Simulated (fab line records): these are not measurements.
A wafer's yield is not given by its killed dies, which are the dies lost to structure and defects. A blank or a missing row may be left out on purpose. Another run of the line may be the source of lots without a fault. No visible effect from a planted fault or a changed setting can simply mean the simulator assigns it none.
Split-lot study / flow n5_finfet / 21 wafers read from 7 lots, route of 1938 steps

ABOUT THE SPLIT
At N5_BEOL_M10_HM_DEP_02 (deposits TiN, target thk 20 nm), the setting target_thk_a was moved away from the recipe's 200 angstrom on 8 of the 21 wafers read, by -12.8% to +10.8%. The other wafers ran this setting at the recipe's value.

FROM THE SPLIT TO THE READING: what the file shows between them, 4 steps
- N5_BEOL_M10_COAT_59: time 60 s, resist thk 100 nm
- N5_BEOL_M10_COAT_60: time 60 s, resist thk 30 nm
- N5_BEOL_M10_STRIP_68: strips in N2/H2
- N5_BEOL_M10_STRIP_67: strips in CF4

THE READING
etch.depth_nm (the simulator's own value, which no gauge read), in nm, at N5_BEOL_M10_HM_OPEN_17 (chemistry Cl2/BCl3, target TiN, target depth 20 nm, overetch 6 nm). There is no usual value for it anywhere in the file. Average 20.11 nm, standard deviation 0.33 nm, over the 13 wafers here run with the recipe.

wafer=L074.2; tool, chamber at the split=pvd_sputter-02, -; target_thk_a as run, angstrom=200; against the recipe=recipe; etch.depth_nm, nm=19.8; against lot-mates on the recipe=-
wafer=L074.3; tool, chamber at the split=pvd_sputter-02, -; target_thk_a as run, angstrom=221.6; against the recipe=+10.8%; etch.depth_nm, nm=21.81; against lot-mates on the recipe=+2.01
wafer=L074.6; tool, chamber at the split=pvd_sputter-02, -; target_thk_a as run, angstrom=221.6; against the recipe=+10.8%; etch.depth_nm, nm=22.01; against lot-mates on the recipe=+2.21
wafer=L076.1; tool, chamber at the split=pvd_sputter-03, -; target_thk_a as run, angstrom=218.9; against the recipe=+9.5%; etch.depth_nm, nm=22.01; against lot-mates on the recipe=+1.79
wafer=L076.3; tool, chamber at the split=pvd_sputter-03, -; target_thk_a as run, angstrom=200; against the recipe=recipe; etch.depth_nm, nm=20.22; against lot-mates on the recipe=-
wafer=L076.5; tool, chamber at the split=pvd_sputter-03, -; target_thk_a as run, angstrom=218.9; against the recipe=+9.5%; etch.depth_nm, nm=22; against lot-mates on the recipe=+1.78
wafer=L077.1; tool, chamber at the split=pvd_sputter-02, -; target_thk_a as run, angstrom=200; against the recipe=recipe; etch.depth_nm, nm=19.86; against lot-mates on the recipe=-
wafer=L077.3; tool, chamber at the split=pvd_sputter-02, -; target_thk_a as run, angstrom=200; against the recipe=recipe; etch.depth_nm, nm=20.08; against lot-mates on the recipe=-
wafer=L077.5; tool, chamber at the split=pvd_sputter-02, -; target_thk_a as run, angstrom=200; against the recipe=recipe; etch.depth_nm, nm=20.08; against lot-mates on the recipe=-
wafer=L087.3; tool, chamber at the split=pvd_sputter-03, -; target_thk_a as run, angstrom=200; against the recipe=recipe; etch.depth_nm, nm=20.43; against lot-mates on the recipe=-
wafer=L087.4; tool, chamber at the split=pvd_sputter-03, -; target_thk_a as run, angstrom=200; against the recipe=recipe; etch.depth_nm, nm=20.47; against lot-mates on the recipe=-
wafer=L087.6; tool, chamber at the split=pvd_sputter-03, -; target_thk_a as run, angstrom=200; against the recipe=recipe; etch.depth_nm, nm=20.59; against lot-mates on the recipe=-
wafer=L090.2; tool, chamber at the split=pvd_sputter-01, -; target_thk_a as run, angstrom=200; against the recipe=recipe; etch.depth_nm, nm=19.26; against lot-mates on the recipe=-
wafer=L090.4; tool, chamber at the split=pvd_sputter-01, -; target_thk_a as run, angstrom=174.3; against the recipe=-12.8%; etch.depth_nm, nm=16.87; against lot-mates on the recipe=-2.39
wafer=L090.5; tool, chamber at the split=pvd_sputter-01, -; target_thk_a as run, angstrom=174.3; against the recipe=-12.8%; etch.depth_nm, nm=17.08; against lot-mates on the recipe=-2.18
wafer=L089.2; tool, chamber at the split=pvd_sputter-03, -; target_thk_a as run, angstrom=217.5; against the recipe=+8.7%; etch.depth_nm, nm=22.05; against lot-mates on the recipe=+1.97
wafer=L089.4; tool, chamber at the split=pvd_sputter-03, -; target_thk_a as run, angstrom=217.5; against the recipe=+8.7%; etch.depth_nm, nm=21.49; against lot-mates on the recipe=+1.41
wafer=L089.6; tool, chamber at the split=pvd_sputter-03, -; target_thk_a as run, angstrom=200; against the recipe=recipe; etch.depth_nm, nm=20.08; against lot-mates on the recipe=-
wafer=L091.1; tool, chamber at the split=pvd_sputter-02, -; target_thk_a as run, angstrom=200; against the recipe=recipe; etch.depth_nm, nm=20.19; against lot-mates on the recipe=-
wafer=L091.2; tool, chamber at the split=pvd_sputter-02, -; target_thk_a as run, angstrom=200; against the recipe=recipe; etch.depth_nm, nm=20.07; against lot-mates on the recipe=-
wafer=L091.3; tool, chamber at the split=pvd_sputter-02, -; target_thk_a as run, angstrom=200; against the recipe=recipe; etch.depth_nm, nm=20.27; against lot-mates on the recipe=-

FIT RESULTS
A straight line over all 21 wafers: etch.depth_nm changes by +0.21 nm for each +1% of target_thk_a; r = +0.97; the points scatter about the line by 0.34 nm.
The same after taking each lot's own level away (the mean of its wafers on the recipe; 21 wafers): +0.186 nm for each +1%; r = +0.99; scatter 0.13 nm.
The reading moves by 2.4 nm for the largest change in target_thk_a, on that fit.
From 19.260 to 20.497 nm: that is the span of the lots' own levels, equal to 3.8 times the standard deviation above.
Hence the slope depends on the lot-to-lot level, as the two fits are not the same.
Check: for one of the wafers moved furthest among these (-12.8%), held out of the fit, the line's prediction against its lot-mates is -2.35 nm. It came out at -2.39 nm against them.

OTHER SPLITS ON THESE WAFERS
These wafers also went through other splits before the reading. Each is held against what the fit with the lots' levels taken away leaves over:
other split on the same wafers=N5_BEOL_M6_EXPOSE_08 dose_mj; wafers away from the commonest value=7; r with etch.depth_nm (lot level and that fit taken away)=+0.11
other split on the same wafers=N5_BEOL_M7_ETCH_61 source_w; wafers away from the commonest value=3; r with etch.depth_nm (lot level and that fit taken away)=+0.03
other split on the same wafers=N5_BEOL_M7_ETCH_62 source_w; wafers away from the commonest value=7; r with etch.depth_nm (lot level and that fit taken away)=+0.12
other split on the same wafers=N5_BEOL_M8_COAT_22 spin_rpm; wafers away from the commonest value=5; r with etch.depth_nm (lot level and that fit taken away)=-0.01

THE WHOLE CHAIN: every reading that the file lists as answering this split, in the file's order
step=N5_BEOL_M10_HM_DEP_02; what it does=deposits TiN, target thk 20 nm; reading=TiN_of_BEOL_M10_HM_DEP_02.thk_nm (the simulator's own value, which no gauge read); change (the file's fit)=+0.188 nm for each +1% of the setting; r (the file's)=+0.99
step=N5_BEOL_M10_HM_OPEN_17; what it does=chemistry Cl2/BCl3, target TiN, target depth 20 nm, overetch 6 nm; reading=etch.depth_nm (the simulator's own value, which no gauge read); change (the file's fit)=+0.187 nm for each +1% of the setting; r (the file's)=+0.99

FILE'S OWN FIT
etch.depth_nm changes by +0.187 nm for each +1% of target_thk_a, r = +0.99.
